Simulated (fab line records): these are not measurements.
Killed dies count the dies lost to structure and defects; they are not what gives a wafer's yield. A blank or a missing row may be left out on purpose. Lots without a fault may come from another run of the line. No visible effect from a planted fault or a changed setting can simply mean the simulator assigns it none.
fab line records | flow nand_harc
record: lots: 24 wafers: 72 last_day: 33
route steps=1302 shown A_STAIRCASE@813 A_SGD_CUT@902
lots that met no fault: taken from a fault-free run of the same line
start_h: hours from the record's first day to the start of the lot's first wafer shown | wait_h: time in hours since the lot's previous step | " unchanged from the row above | L1.1+2: several wafers, shown together as one row | - value missing, or start not given | * or withheld: withheld | < > ~ a bound
route shown NAME@n: NAME is a module with steps in the file, n the number in the route of the first one | usual: average and standard deviation across the fault-free wafers | same: alike in all rows | chamber/n: place in a boat | sites: each site's reading | _std_site: standard deviation across them | _edge_site: the outer-site mean with the inner-site mean subtracted | radius_mm: how far each site lies from the wafer's centre | mask NAME#n: copy n | behind: the last tool/chamber to shape the wafer | hold: why the lot was held/for how many hours/how that ended | device: whichever transistor did not switch (one of n, p or np) | end of line: the same wafers' tests at the end of the route | for a step that has no rows: nothing shown but its recipe | killed: the dies lost at the first sort to structure and to defects; this is not the yield of the wafer | map: shows each die of a wafer: x if killed, . if not, _ if none is there
set.NAME: the setting that was run; set.NAME@STEP: the one run at that earlier step | model.NAME: the simulator's own value behind a step, which no gauge read
route steps across a sampled set of lots; one table per step, one row per wafer
services: a tool's chamber out of use, with start hour (start_h, from the record's first day; less than 0 if before it), hours out, and reason
== steps ==
step: NHARC_A_STAIRCASE_STRIP_295
recipe: o2_flow_sccm: 500 ar_flow_sccm: 0 bias_w: 0 chemistry: O2
usual: drypump_motor_current_A: 6.0/0.34 mfc_ar_sccm: 0.010/0.011 oes_product_au: 0.997/0.0085 rf_vpp_V: 57.8/0.9 showerhead_plenum_p_Torr: 3.52/0.15 throttle_valve_pct: 17.037/0.0088
same: bias_w: 0
columns lot.wafer tool chamber start_h wait_h drypump_motor_current_A mfc_ar_sccm oes_product_au rf_hours_counter_h rf_vpp_V showerhead_plenum_p_Torr throttle_valve_pct
L074.2 rie_diel-02 0 - - 5.9 0.004 0.998 58 58.0 3.45 17.031
L074.4 " 0 " " 5.9 0.004 0.987 - 56.3 3.45 17.050
L074.5 " 2 " " 6.6 0.033 0.979 - 58.0 3.63 17.030
L075.3 rie_diel-02 1 - - 5.5 0 1.011 54 58.9 3.75 17.024
L075.2 " 3 " " 5.8 0.002 0.997 55 57.0 3.31 17.041
L075.6 " 2 " " 6.6 0.033 0.998 - 57.9 3.63 17.029
L076.1 rie_diel-03 2 - - 6.5 0.000 0.995 36 57.8 3.39 17.040
L076.2 " 3 " " 6.2 0.024 0.987 34 57.8 3.75 17.035
L076.3 " 0 " " 5.7 0.008 0.981 29 57.4 3.45 17.049
L077.1 rie_diel-02 3 - - 5.9 0.002 0.990 6 58.4 3.30 17.059
L077.2 " 1 " " 5.5 0 0.988 5 58.1 3.75 17.025
L077.5 " 2 " " 6.6 0.033 0.990 - 57.8 3.63 17.029
L078.3 rie_diel-03 3 - - 6.2 0.024 1.006 43 59.0 3.75 17.039
L078.4 " 0 " " 5.7 0.008 0.991 38 56.3 3.44 17.043
L078.6 " 1 " " 5.6 0.006 0.987 - 57.8 3.65 17.037
L079.4 rie_diel-02 1 - - 5.5 0 0.990 9 59.7 3.74 17.037
L079.3 " 2 " " 6.6 0.033 0.986 10 59.7 3.63 17.027
L079.1 " 0 " " 5.9 0.004 0.998 11 56.5 3.44 17.050
L080.3 rie_diel-02 3 - - 5.9 0.002 1.002 13 55.2 3.30 17.026
L080.1 " 1 " " 5.5 0 0.998 9 58.7 3.74 17.024
L080.5 " 3 " " 5.8 0.002 1.002 - 57.0 3.30 17.043
L081.3 rie_diel-02 0 456.95 1.0 5.9 0.004 0.986 - 57.4 3.44 17.047
L081.5 " 3 " " 5.8 0.002 0.992 - 57.3 3.30 17.039
L081.6 " 0 " " 5.9 0.004 0.994 - 57.1 3.44 17.030
L083.3 rie_diel-08 3 - - 6.0 0.003 0.998 28 58.7 3.73 17.032
L083.4 " 1 " " 5.7 0 1.005 24 59.1 3.43 17.044
L083.2 " 2 " " 6.2 0.016 1.011 27 57.4 3.57 17.050
L082.3 rie_diel-08 3 - - 6.1 0.003 1.000 29 58.4 3.73 17.034
L082.4 " 0 " " 6.4 0.027 1.004 25 58.3 3.45 17.035
L082.6 " 2 " " 6.2 0.016 1.014 - 58.4 3.57 17.047
L084.1 rie_diel-02 1 - - 5.5 0 0.993 25 57.8 3.73 17.046
L084.6 " 3 " " 5.8 0.002 0.990 - 58.2 3.29 17.012
L084.5 " 0 " " 5.9 0.004 0.997 - 57.4 3.43 17.038
L086.3 rie_diel-03 2 - - 6.4 0.000 1.007 10 58.3 3.38 17.040
L086.4 " 0 " " 5.7 0.008 0.992 - 58.5 3.43 17.022
L086.6 " 1 " " 5.6 0.006 1.007 - 57.2 3.63 17.038
L085.4 rie_diel-02 0 - - 5.9 0.004 1.011 35 57.6 3.43 17.045
L085.1 " 1 " " 5.5 0 1.006 27 57.5 3.73 17.034
L085.6 " 1 " " 5.5 0 1.013 - 58.3 3.73 17.037
L087.4 rie_diel-08 1 - - 5.7 0 0.992 43 57.9 3.42 17.050
L087.3 " 2 " " 6.2 0.016 0.999 47 57.9 3.56 17.028
L087.6 " 0 " " 6.4 0.027 1.000 - 57.0 3.44 17.044
L088.2 rie_diel-08 2 - - 6.2 0.016 1.002 53 58.7 3.55 17.056
L088.3 " 0 " " 6.4 0.027 0.989 46 57.5 3.43 17.036
L088.5 " 2 " " 6.2 0.016 1.006 - 59.2 3.55 17.021
L089.3 rie_diel-02 2 - - 6.6 0.033 0.994 24 56.2 3.62 17.028
L089.5 " 0 " " 6.0 0.004 1.004 - 57.6 3.43 17.037
L089.6 " 1 " " 5.5 0 0.996 - 58.1 3.73 17.053
L090.2 rie_diel-02 1 - - 5.5 0 1.001 38 58.9 3.73 17.044
L090.6 " 3 " " 5.8 0.002 0.990 - 57.4 3.29 17.029
L090.5 " 0 " " 5.9 0.004 0.985 - 57.7 3.43 17.040
L091.2 rie_diel-08 3 - - 6.1 0.003 1.007 56 57.1 3.71 17.045
L091.5 " 2 " " 6.3 0.016 1.004 - 57.8 3.55 17.042
L091.6 " 3 " " 6.1 0.003 1.005 - 57.7 3.71 17.034
L092.2 rie_diel-08 0 - - 6.4 0.027 0.999 4 58.2 3.43 17.042
L092.4 " 1 " " 5.7 0 0.991 5 56.3 3.41 17.033
L092.5 " 3 " " 6.0 0.003 1.008 - 58.5 3.71 17.026
L093.2 rie_diel-03 1 - - 5.6 0.006 0.995 36 58.7 3.62 17.035
L093.1 " 0 " " 5.7 0.008 0.997 45 58.0 3.41 17.046
L093.5 " 2 " " 6.4 0.000 1.000 - 57.2 3.37 17.031
L095.4 rie_diel-08 2 - - 6.2 0.016 1.001 11 57.6 3.54 17.042
L095.5 " 1 " " 5.7 0 0.987 - 57.1 3.41 17.044
L095.6 " 2 " " 6.3 0.016 1.011 - 57.5 3.54 17.047
L094.3 rie_diel-03 2 - - 6.4 0.000 0.991 39 57.2 3.36 17.026
L094.1 " 1 " " 5.6 0.006 1.003 42 56.5 3.61 17.036
L094.5 " 3 " " 6.2 0.024 1.006 - 57.3 3.71 17.032
L097.1 rie_diel-08 2 - - 6.3 0.016 1.001 14 58.3 3.54 17.042
L097.3 " 0 " " 6.4 0.027 0.989 14 58.8 3.42 17.021
L097.5 " 2 " " 6.3 0.016 1.008 - 57.8 3.54 17.028
L096.2 rie_diel-08 3 - - 6.1 0.003 1.006 14 60.4 3.70 17.043
L096.1 " 0 " " 6.4 0.027 1.012 14 57.0 3.42 17.029
L096.4 " 1 " " 5.7 0 1.002 15 58.1 3.41 17.046
step: NHARC_A_STAIRCASE_DEP_301
recipe: target_thk_a: 300 target_thk_nm: 30 temp_c: 400 pressure_torr: 3.5 flow_sccm: 200 rf_w: 350 material: SiON
usual: chamber_pressure_Torr: 3.501/0.0082 heater_power_w: 688/85
columns lot.wafer tool chamber start_h wait_h chamber_pressure_Torr heater_power_w
L074.2 pecvd-04 2 381.26 1.3 3.506 847
L074.4 " 0 " " 3.525 731
L074.5 " 2 " " 3.498 820
L075.2 pecvd-02 1 386.73 1.2 3.499 658
L075.3 " 2 " " 3.512 624
L075.6 " 2 " " 3.510 618
L076.2 pecvd-02 2 400.74 1.3 3.503 646
L076.1 " 0 " " 3.501 707
L076.3 " 1 " " 3.511 666
L077.2 pecvd-04 2 420.64 1.2 3.492 901
L077.1 " 0 " " 3.491 660
L077.5 " 2 " " 3.492 758
L078.3 pecvd-03 2 425.40 1.0 3.506 631
L078.4 " 2 " " 3.498 628
L078.6 " 0 " " 3.499 674
L079.1 pecvd-03 1 438.02 1.6 3.503 624
L079.3 " 0 " " 3.497 659
L079.4 " 2 " " 3.507 564
L080.3 pecvd-03 0 439.88 1.0 3.507 615
L080.1 " 1 " " 3.499 707
L080.5 " 2 " " 3.504 661
L081.3 pecvd-02 2 459.71 1.0 3.487 672
L081.5 " 0 " " 3.510 702
L081.6 " 2 " " 3.499 663
L083.3 pecvd-03 0 460.63 0.9 3.510 715
L083.2 " 2 " " 3.510 571
L083.4 " 2 " " 3.487 579
L082.3 pecvd-02 2 466.27 1.0 3.500 666
L082.4 " 0 " " 3.499 755
L082.6 " 2 " " 3.495 658
L084.1 pecvd-03 2 496.43 1.5 3.515 650
L084.5 " 0 " " 3.509 752
L084.6 " 1 " " 3.497 754
L086.3 pecvd-02 1 503.43 1.0 3.494 645
L086.6 " 1 " " 3.496 669
L086.4 " 2 " " 3.511 701
L085.1 pecvd-04 1 503.83 1.7 3.508 892
L085.6 " 1 " " 3.522 889
L085.4 " 2 " " 3.496 822
L087.3 pecvd-03 0 511.60 1.0 3.490 736
L087.6 " 1 " " 3.493 656
L087.4 " 2 " " 3.505 605
L088.3 pecvd-04 1 523.06 0.9 3.503 892
L088.2 " 0 " " 3.511 708
L088.5 " 1 " " 3.499 903
L089.3 pecvd-03 2 523.96 1.1 3.508 658
L089.5 " 0 " " 3.504 610
L089.6 " 2 " " 3.507 668
L090.2 pecvd-02 2 543.41 1.3 3.508 664
L090.5 " 1 " " 3.510 717
L090.6 " 2 " " 3.500 663
L091.2 pecvd-02 2 545.90 1.3 3.511 611
L091.5 " 1 " " 3.498 700
L091.6 " 2 " " 3.504 615
L092.2 pecvd-02 2 576.89 1.3 3.487 595
L092.5 " 0 " " 3.494 659
L092.4 " 2 " " 3.501 602
L093.2 pecvd-03 1 577.88 1.3 3.489 773
L093.1 " 2 " " 3.505 591
L093.5 " 0 " " 3.505 625
L095.6 pecvd-03 1 594.02 0.1 3.496 715
L095.5 " 2 " " 3.501 570
L095.4 " 0 " " 3.508 687
L094.1 pecvd-03 1 594.63 1.6 3.513 753
L094.3 " 0 " " 3.488 605
L094.5 " 1 " " 3.520 752
L097.3 pecvd-02 2 603.37 0.9 3.506 628
L097.1 " 0 " " 3.509 794
L097.5 " 2 " " 3.517 647
L096.1 pecvd-03 2 603.71 1.6 3.486 469
L096.2 " 1 " " 3.492 693
L096.4 " 1 " " 3.497 680
step: NHARC_A_STAIRCASE_ETCH_313
recipe: cf4_flow_sccm: 100 chf3_flow_sccm: 30 ar_flow_sccm: 0 rf_w: 500 bias_w: 200 chemistry: CF4/CHF3
usual: bias_w: 200.0/0.59 drypump_motor_current_A: 6.0/0.34 mfc_ar_sccm: 0.010/0.011 oes_product_au: 0.927/0.011 rf_vpp_V: 370.5/2.3 showerhead_plenum_p_Torr: 1.57/0.068 throttle_valve_pct: 16.802/0.0093
columns lot.wafer tool chamber start_h wait_h bias_w drypump_motor_current_A mfc_ar_sccm oes_product_au rf_hours_counter_h rf_vpp_V showerhead_plenum_p_Torr throttle_valve_pct
L074.2 rie_diel-03 3 382.27 0.1 198.8 6.2 0.024 0.921 30 373.9 1.68 16.812
L074.4 " 1 " " 200.2 5.6 0.006 0.915 31 371.7 1.63 16.805
L074.5 " 2 " " 200.0 6.4 0.000 0.917 - 369.1 1.51 16.804
L075.3 rie_diel-02 1 387.81 0.1 199.7 5.5 0 0.928 55 373.7 1.67 16.809
L075.2 " 2 " " 200.5 6.6 0.033 0.933 52 371.6 1.62 16.814
L075.6 " 0 " " 200.0 5.9 0.004 0.929 - 369.4 1.54 16.791
L076.2 rie_diel-03 1 401.95 0.2 199.7 5.6 0.006 0.915 39 372.5 1.63 16.807
L076.3 " 2 " " 199.5 6.4 0.000 0.913 38 367.1 1.51 16.808
L076.1 " 0 " " 200.1 5.7 0.008 0.919 31 368.9 1.54 16.809
L077.1 rie_diel-08 1 421.60 0.1 200.1 5.7 0 0.919 13 369.4 1.53 16.813
L077.2 " 2 " " 199.5 6.2 0.016 0.926 16 373.6 1.59 16.798
L077.5 " 0 " " 200.0 6.4 0.027 0.910 - 368.9 1.54 16.797
L078.3 rie_diel-08 2 426.51 0.1 199.4 6.2 0.016 0.950 18 371.2 1.59 16.797
L078.4 " 3 " " 200.2 6.1 0.003 0.941 20 373.0 1.67 16.799
L078.6 " 1 " " 200.5 5.7 0 0.961 - 369.6 1.53 16.796
L079.1 rie_diel-02 3 438.96 0.1 199.0 5.9 0.002 0.923 14 366.1 1.47 16.804
L079.3 " 1 " " 199.3 5.4 0 0.924 10 374.8 1.67 16.797
L079.4 " 2 " " 200.3 6.6 0.033 0.930 12 372.2 1.62 16.809
L080.3 rie_diel-03 0 440.80 0.1 200.1 5.7 0.008 0.929 47 371.7 1.53 16.817
L080.1 " 1 " " 199.5 5.6 0.006 0.926 54 372.9 1.62 16.818
L080.5 " 3 " " 199.6 6.2 0.024 0.920 - 373.9 1.67 16.795
L081.3 rie_diel-08 3 460.63 0.1 200.2 6.1 0.003 0.922 29 372.0 1.66 16.796
L081.6 " 0 " " 200.3 6.4 0.027 0.923 - 370.1 1.54 16.788
L081.5 " 1 " " 199.8 5.7 0 0.935 - 367.6 1.53 16.793
L083.2 rie_diel-02 0 461.77 0.1 200.7 5.9 0.004 0.926 18 370.1 1.53 16.797
L083.4 " 3 " " 200.5 5.8 0.002 0.914 - 366.4 1.47 16.782
L083.3 " 0 " " 200.4 5.9 0.004 0.926 - 369.4 1.53 16.785
L082.3 rie_diel-08 0 467.38 0.3 201.0 6.4 0.027 0.918 28 370.2 1.54 16.817
L082.4 " 2 " " 200.1 6.2 0.016 0.931 33 370.8 1.59 16.804
L082.6 " 3 " " 200.7 6.0 0.003 0.933 - 373.0 1.66 16.795
L084.1 rie_diel-02 2 497.51 0.1 200.4 6.6 0.033 0.930 17 370.6 1.62 16.801
L084.5 " 0 " " 200.8 6.0 0.004 0.924 - 367.9 1.53 16.785
L084.6 " 1 " " 199.5 5.5 0 0.919 - 371.2 1.67 16.797
L086.4 rie_diel-08 0 504.47 0.1 199.2 6.4 0.027 0.924 40 368.3 1.53 16.797
L086.3 " 2 " " 199.9 6.2 0.016 0.933 45 372.3 1.59 16.797
L086.6 " 0 " " 200.9 6.4 0.027 0.920 - 370.1 1.53 16.805
L085.1 rie_diel-03 3 504.78 0.1 199.8 6.2 0.024 0.933 11 374.1 1.67 16.798
L085.4 " 0 " " 200.6 5.7 0.008 0.927 15 367.8 1.53 16.824
L085.6 " 2 " " 200.2 6.4 0.000 0.932 - 369.0 1.50 16.800
L087.3 rie_diel-03 1 513.64 1.1 199.4 5.6 0.006 0.929 19 372.2 1.62 16.792
L087.4 " 2 " " 200.3 6.4 0.000 0.928 16 367.8 1.50 16.802
L087.6 " 3 " " 199.3 6.2 0.024 0.930 - 373.4 1.67 16.811
L088.2 rie_diel-02 2 524.13 0.1 200.1 6.6 0.033 0.921 25 372.2 1.61 16.807
L088.3 " 0 " " 200.3 5.9 0.004 0.920 41 368.8 1.53 16.798
L088.5 " 2 " " 199.9 6.6 0.033 0.925 - 371.6 1.61 16.790
L089.3 rie_diel-03 3 525.00 0.1 200.1 6.2 0.024 0.928 18 373.6 1.66 16.811
L089.6 " 2 " " 200.9 6.4 0.000 0.927 - 367.9 1.50 16.811
L089.5 " 3 " " 200.3 6.2 0.024 0.934 - 372.7 1.66 16.806
L090.2 rie_diel-02 2 544.93 0.1 201.4 6.6 0.033 0.922 30 371.3 1.61 16.791
L090.6 " 2 " " 200.7 6.6 0.033 0.925 - 373.0 1.61 16.804
L090.5 " 3 " " 200.5 5.8 0.002 0.922 - 367.2 1.46 16.817
L091.2 rie_diel-02 0 546.89 0.1 200.8 6.0 0.004 0.928 48 370.1 1.53 16.809
L091.6 " 0 " " 201.0 5.9 0.004 0.932 - 369.8 1.53 16.808
L091.5 " 1 " " 201.2 5.5 0 0.919 - 373.2 1.66 16.801
L092.2 rie_diel-08 3 577.92 0.1 200.9 6.0 0.003 0.928 7 373.1 1.65 16.811
L092.4 " 2 " " 201.0 6.2 0.016 0.932 8 370.9 1.58 16.797
L092.5 " 3 " " 199.7 6.0 0.003 0.926 - 372.5 1.65 16.811
L093.2 rie_diel-03 2 578.95 0.1 200.3 6.4 0.000 0.927 35 369.0 1.50 16.798
L093.1 " 3 " " 200.6 6.2 0.024 0.928 40 373.3 1.66 16.804
L093.5 " 2 " " 198.5 6.4 0.000 0.923 - 368.1 1.50 16.802
L095.4 rie_diel-08 0 594.87 0.1 200.2 6.3 0.027 0.927 12 368.5 1.53 16.801
L095.6 " 0 " " 200.6 6.3 0.027 0.923 - 369.2 1.53 16.798
L095.5 " 1 " " 200.1 5.7 0 0.916 - 369.1 1.52 16.809
L094.3 rie_diel-02 1 595.59 0.1 200.3 5.4 0 0.972 4 374.5 1.66 16.820
L094.1 " 2 " " 200.3 6.6 0.033 0.969 4 370.8 1.61 16.803
L094.5 " 0 " " 199.6 5.9 0.004 0.975 - 368.6 1.52 16.811
L097.1 rie_diel-02 3 604.50 0.1 200.3 5.8 0.002 0.912 10 376.3 1.70 16.819
L097.3 " 0 " " 200.1 5.9 0.004 0.920 5 368.2 1.52 16.822
L097.5 " 0 " " 199.9 6.0 0.004 0.933 - 368.7 1.52 16.792
L096.2 rie_diel-03 1 604.80 0.1 199.1 5.6 0.006 0.932 49 372.6 1.61 16.805
L096.4 " 3 " " 199.0 6.2 0.024 0.935 47 373.6 1.66 16.798
L096.1 " 0 " " 201.1 5.7 0.008 0.927 55 368.3 1.52 16.782
step: NHARC_A_STAIRCASE_ALD_420
recipe: target_thk_a: 200 pulse_time_s: 6 ald_cycles: 200 temp_c: 300 material: SiO2
usual: heater_power_w: 461/44 precursor_pulse_height_rel: 1.002/0.019
columns lot.wafer tool chamber start_h wait_h heater_power_w precursor_pulse_height_rel
L074.2 ald_hk-02 3 389.28 - 462 0.996
L074.4 " 0 " " 387 0.975
L074.5 " 0 " " 402 0.987
L075.2 ald_hk-02 2 395.45 0.3 502 0.980
L075.3 " 0 " " 385 1.041
L075.6 " 1 " " 437 0.994
L076.1 ald_hk-04 0 408.93 0.1 475 1.037
L076.2 " 1 " " 585 1.013
L076.3 " 3 " " 484 0.981
L077.1 ald_hk-03 0 428.61 - 425 0.974
L077.2 " 1 " " 424 0.989
L077.5 " 1 " " 420 1.016
L078.4 ald_hk-03 1 433.44 - 434 1.040
L078.3 " 3 " " 402 1.002
L078.6 " 1 " " 415 0.994
L079.1 ald_hk-02 2 445.71 - 499 1.010
L079.3 " 0 " " 386 0.991
L079.4 " 1 " " 426 0.999
L080.1 ald_hk-02 1 447.75 - 433 1.022
L080.3 " 2 " " 491 0.969
L080.5 " 1 " " 440 0.999
L083.2 ald_hk-02 1 469.14 - 431 1.006
L083.3 " 2 " " 515 1.009
L083.4 " 0 " " 401 0.996
L081.3 ald_hk-02 3 472.11 - 455 0.980
L081.5 " 1 " " 443 1.009
L081.6 " 2 " " 505 1.031
L082.4 ald_hk-02 2 474.87 - 508 1.000
L082.3 " 1 " " 435 0.965
L082.6 " 2 " " 499 0.996
L084.1 ald_hk-04 3 507.88 - 463 1.023
L084.6 " 3 " " 466 1.031
L084.5 " 0 " " 475 1.009
L085.1 ald_hk-04 2 511.22 - 445 1.001
L085.4 " 0 " " 482 1.002
L085.6 " 3 " " 458 1.024
L086.3 ald_hk-02 2 511.41 0.3 505 1.022
L086.4 " 0 " " 403 1.014
L086.6 " 2 " " 508 1.014
L087.3 ald_hk-04 2 522.17 - 437 1.006
L087.4 " 0 " " 464 0.990
L087.6 " 2 " " 437 1.026
L088.2 ald_hk-04 1 531.20 0.3 563 1.024
L088.3 " 3 " " 472 1.018
L088.5 " 0 " " 473 1.007
L089.3 ald_hk-03 2 531.52 - 473 1.021
L089.6 " 3 " " 414 0.996
L089.5 " 0 " " 427 0.988
L091.2 ald_hk-02 3 567.10 - 447 0.994
L091.5 " 2 " " 503 1.032
L091.6 " 3 " " 454 1.028
L090.2 ald_hk-03 0 567.41 - 438 0.988
L090.6 " 1 " " 425 0.984
L090.5 " 2 " " 478 1.032
L093.2 ald_hk-04 0 588.86 - 472 0.981
L093.1 " 2 " " 444 1.006
L093.5 " 0 " " 468 1.015
L092.2 ald_hk-03 0 588.90 - 445 0.999
L092.4 " 1 " " 438 0.983
L092.5 " 1 " " 440 1.029
L094.3 ald_hk-03 2 609.89 - 464 0.954
L094.1 " 0 " " 450 1.003
L094.5 " 3 " " 424 0.976
L097.3 ald_hk-04 1 609.91 - 547 1.016
L097.1 " 2 " " 436 1.014
L097.5 " 1 " " 554 0.996
L095.4 ald_hk-02 1 610.36 - 429 1.016
L095.6 " 2 " " 491 1.014
L095.5 " 3 " " 449 1.001
L096.2 ald_hk-02 2 612.15 - 501 1.004
L096.4 " 3 " " 454 1.015
L096.1 " 0 " " 375 0.985
step: NHARC_A_STAIRCASE_STRIP_446
recipe: power_w: 1500 temp_c: 250 chemistry: O2
usual: drypump_motor_current_A: 5.6/0.41 heater_power_w: 367/15
columns lot.wafer tool chamber start_h wait_h drypump_motor_current_A heater_power_w rf_hours_counter_h
L074.2 plasma_asher-01 0 430.60 0.0 5.5 367 16
L074.4 " 0 " " 5.4 370 -
L074.5 " 0 " " 5.5 367 -
L075.2 plasma_asher-01 1 433.65 0.0 5.9 342 17
L075.3 " 1 " " 5.9 347 -
L075.6 " 0 " " 5.4 368 -
L076.1 plasma_asher-02 0 448.85 0.1 6.0 359 3
L076.2 " 1 " " 5.0 393 3
L076.3 " 0 " " 6.0 357 -
L077.2 plasma_asher-02 1 465.32 0.0 5.0 389 6
L077.1 " 0 " " 6.0 362 6
L077.5 " 0 " " 6.0 358 -
L078.4 plasma_asher-01 1 474.90 0.1 5.9 348 -
L078.3 " 0 " " 5.5 375 -
L078.6 " 1 " " 5.9 346 -
L080.1 plasma_asher-01 0 482.47 0.0 5.5 370 30
L080.3 " 0 " " 5.5 370 -
L080.5 " 0 " " 5.5 365 -
L079.1 plasma_asher-02 1 486.58 0.0 5.0 378 10
L079.3 " 1 " " 5.0 383 -
L079.4 " 0 " " 6.0 369 -
L082.4 plasma_asher-02 1 513.30 0.1 5.0 372 -
L082.3 " 0 " " 6.0 354 -
L082.6 " 1 " " 5.0 379 -
L083.2 plasma_asher-01 1 513.42 0.1 5.9 355 34
L083.4 " 0 " " 5.5 358 -
L083.3 " 1 " " 5.9 358 -
L081.3 plasma_asher-02 0 514.05 0.1 6.0 355 -
L081.6 " 0 " " 6.0 358 -
L081.5 " 1 " " 5.0 386 -
L086.3 plasma_asher-01 0 550.18 3.9 5.5 367 -
L086.4 " 1 " " 5.9 345 -
L086.6 " 0 " " 5.5 377 -
L085.1 plasma_asher-02 0 550.37 4.0 6.0 361 20
L085.4 " 0 " " 6.0 361 -
L085.6 " 0 " " 6.0 359 -
L084.1 plasma_asher-02 1 550.65 3.6 5.0 391 21
L084.6 " 0 " " 6.0 362 -
L084.5 " 1 " " 5.0 378 -
L087.3 plasma_asher-01 1 560.28 0.1 5.9 341 -
L087.4 " 0 " " 5.5 373 -
L087.6 " 0 " " 5.5 364 -
L089.3 plasma_asher-01 0 571.00 0.2 5.4 368 -
L089.6 " 1 " " 5.9 341 -
L089.5 " 0 " " 5.5 372 -
L088.2 plasma_asher-02 0 571.05 0.0 6.0 357 27
L088.3 " 1 " " 5.0 385 -
L088.5 " 0 " " 6.0 361 -
L091.2 plasma_asher-01 0 602.66 0.1 5.5 373 19
L091.5 " 1 " " 5.9 341 -
L091.6 " 0 " " 5.5 367 -
L090.2 plasma_asher-01 1 603.62 0.0 5.9 344 20
L090.5 " 1 " " 5.9 349 -
L090.6 " 0 " " 5.4 374 -
L093.2 plasma_asher-02 0 628.31 0.0 6.0 376 2
L093.1 " 1 " " 5.0 385 2
L093.5 " 0 " " 6.0 381 -
L092.2 plasma_asher-01 1 628.52 0.1 5.9 338 24
L092.4 " 1 " " 5.9 345 -
L092.5 " 0 " " 5.4 373 -
L097.1 plasma_asher-02 1 646.44 0.1 5.0 390 5
L097.3 " 0 " " 6.0 380 -
L097.5 " 0 " " 6.0 384 -
L096.1 plasma_asher-01 0 646.81 0.0 5.5 369 28
L096.2 " 1 " " 5.9 349 28
L096.4 " 0 " " 5.5 373 -
L095.4 plasma_asher-02 1 649.36 0.2 5.0 383 -
L095.5 " 0 " " 6.0 384 -
L095.6 " 1 " " 5.0 390 -
L094.1 plasma_asher-02 1 652.10 0.1 5.0 374 7
L094.3 " 0 " " 6.0 382 -
L094.5 " 0 " " 6.0 375 -
step: NHARC_A_SGD_CUT_OVL_MEAS_10
usual: overlay_x_nm: -0.1/0.76 overlay_y_nm: 0.1/0.63
columns lot.wafer tool chamber start_h wait_h overlay_x_nm overlay_y_nm
L074.2 overlay-02 - 434.05 - -0.1 -0.6
L074.4 " - " " 0.3 0.3
L074.5 " - " " -0.6 -0.1
L075.2 overlay-01 - 437.09 - -0.4 -0.7
L075.3 " - " " 0.1 -0.5
L075.6 " - " " -0.3 -0.3
L076.1 overlay-01 - 452.76 - 1.3 -0.8
L076.2 " - " " 1.2 -0.2
L076.3 " - " " 0.7 0.3
L077.1 overlay-01 - 469.04 - -0.4 -0.3
L077.2 " - " " 0.1 0.1
L077.5 " - " " 0.0 -0.4
L078.3 overlay-01 - 478.31 - 0.1 0.4
L078.4 " - " " -0.8 -0.1
L078.6 " - " " -0.6 0.1
L080.1 overlay-01 - 485.96 - -0.3 1.6
L080.3 " - " " -0.1 0.6
L080.5 " - " " -0.2 0.9
L079.1 overlay-02 - 490.04 - -0.1 0.4
L079.3 " - " " -0.2 -0.3
L079.4 " - " " 0.3 -0.2
L082.3 overlay-02 - 516.83 - -0.3 -0.8
L082.4 " - " " -0.2 -0.2
L082.6 " - " " -0.4 0.0
L083.2 overlay-02 - 516.99 - -0.1 -0.1
L083.3 " - " " 0.1 -0.3
L083.4 " - " " 0.3 -1.8
L081.3 overlay-01 - 517.54 - -0.9 0.3
L081.5 " - " " -0.4 0.1
L081.6 " - " " -0.3 -0.7
L085.1 overlay-02 - 553.71 - -1.0 0.3
L085.4 " - " " -1.4 0.3
L085.6 " - " " -1.0 -0.3
L086.3 overlay-01 - 554.01 - 0.4 0.6
L086.4 " - " " 0.6 0.7
L086.6 " - " " 0.1 0.2
L084.1 overlay-02 - 554.16 - -1.1 0.0
L084.5 " - " " -0.6 -0.7
L084.6 " - " " -0.5 -0.1
L087.3 overlay-02 - 563.57 - -0.5 -0.8
L087.4 " - " " -0.4 -1.1
L087.6 " - " " -0.8 -0.8
L089.3 overlay-02 - 574.36 - -1.3 0.5
L089.5 " - " " -1.2 0.0
L089.6 " - " " -1.3 0.1
L088.2 overlay-02 - 574.53 - -0.9 0.5
L088.3 " - " " -0.5 0.2
L088.5 " - " " -0.5 0.5
L091.2 overlay-01 - 606.10 - 0.3 1.1
L091.5 " - " " 0.8 0.9
L091.6 " - " " 0.5 1.5
L090.2 overlay-01 - 607.15 - 1.6 0.7
L090.5 " - " " 1.2 0.5
L090.6 " - " " 2.2 0.4
L093.1 overlay-01 - 631.72 - -0.8 0.6
L093.2 " - " " -0.6 0.6
L093.5 " - " " -0.7 0.5
L092.2 overlay-01 - 632.04 - -1.0 -0.7
L092.4 " - " " -0.4 -0.5
L092.5 " - " " -0.9 -0.7
L097.1 overlay-02 - 649.77 - 1.1 -0.2
L097.3 " - " " 1.1 -0.3
L097.5 " - " " 0.9 0.0
L096.1 overlay-02 - 650.38 - 0.9 0.3
L096.2 " - " " 1.2 0.9
L096.4 " - " " 1.0 0.1
L095.4 overlay-02 - 652.72 - 0.2 1.3
L095.5 " - " " 0.8 0.8
L095.6 " - " " 1.2 1.0
L094.1 overlay-02 - 655.77 - 0.0 -0.7
L094.3 " - " " -0.6 -0.5
L094.5 " - " " 0.0 -0.3
== services ==
columns tool chamber start_h hours kind
rie_diel-02 3 353.28 2.9 repair
rie_diel-08 3 363.40 7.2 repair
rie_diel-08 - 368.69 9.0 pm
rie_diel-02 1 371.08 4.7 repair
rie_diel-03 0 373.60 1.3 repair
rie_diel-03 3 389.08 1.6 repair
rie_diel-02 - 393.70 9.0 pm
rie_diel-08 0 396.13 5.1 repair
plasma_asher-02 - 426.09 9.0 pm
rie_diel-02 1 440.14 22.0 repair
rie_diel-02 2 446.95 33.0 repair
rie_diel-03 1 453.94 20.0 repair
rie_diel-03 - 459.06 9.0 pm
rie_diel-02 3 477.35 3.9 repair
rie_diel-03 3 490.72 4.6 repair
rie_diel-03 - 503.76 0.7 repair
rie_diel-08 - 545.69 9.0 pm
rie_diel-02 - 570.70 9.0 pm
rie_diel-02 0 597.15 5.9 repair
rie_diel-02 1 624.26 16.8 repair
rie_diel-03 1 627.97 4.9 repair
rie_diel-03 0 632.52 12.3 repair
rie_diel-03 - 636.63 9.0 pm
rie_diel-08 2 650.13 11.7 repair
== key ==
fault none
